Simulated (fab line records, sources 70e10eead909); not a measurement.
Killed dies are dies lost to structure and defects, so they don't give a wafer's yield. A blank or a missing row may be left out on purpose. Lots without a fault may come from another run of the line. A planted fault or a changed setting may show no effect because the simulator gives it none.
Chamber matching | flow nand_harc | NHARC_P_M0_PRE_CLEAN_31 on pecvd-03: 3 sister chambers
The step time 12 s. 3 wafers are shown with their chamber, then 8 later ones without.

WAFERS WITH THEIR CHAMBER
wafer  | chamber | heater_power_w (W)
L086.2 | 0       | 574
L086.4 | 1       | 610
L085.1 | 2       | 591

WAFERS WITHOUT THEIR CHAMBER
wafer  | heater_power_w (W)
L085.2 | 620
L085.5 | 626
L092.2 | 535
L092.3 | 650
L092.6 | 526
L096.1 | 638
L096.3 | 609
L096.4 | 631

WHICH CHAMBER EACH WENT THROUGH
wafer  | from the rows above          | in truth
L085.2 | can't be placed: 1 or 2 or 0 | 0
L085.5 | can't be placed: 1 or 2 or 0 | 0
L092.2 | can't be placed: 0 or 2 or 1 | 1
L092.3 | can't be placed: 1 or 2 or 0 | 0
L092.6 | can't be placed: 0 or 2 or 1 | 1
L096.1 | can't be placed: 1 or 2 or 0 | 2
L096.3 | can't be placed: 1 or 2 or 0 | 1
L096.4 | can't be placed: 1 or 2 or 0 | 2
Placed correctly: 0 of 8. Can't be placed from these rows: 8 (the true chamber is among the candidates in 8). Placed wrongly: 0.
How it was worked out, from the rows above alone: a wafer's distance from a chamber is the root of the sum, over the readings, of the square of ((its reading less the chamber's mean) divided by the reading's scatter). The wafer belongs to the nearest chamber; if the next one is less than 2 further off, it can't be placed. A chamber's mean is the mean of its shown wafers. The scatter: with one shown wafer a chamber, the root of the mean of the squares of how far each hidden wafer lies from its nearest shown one.
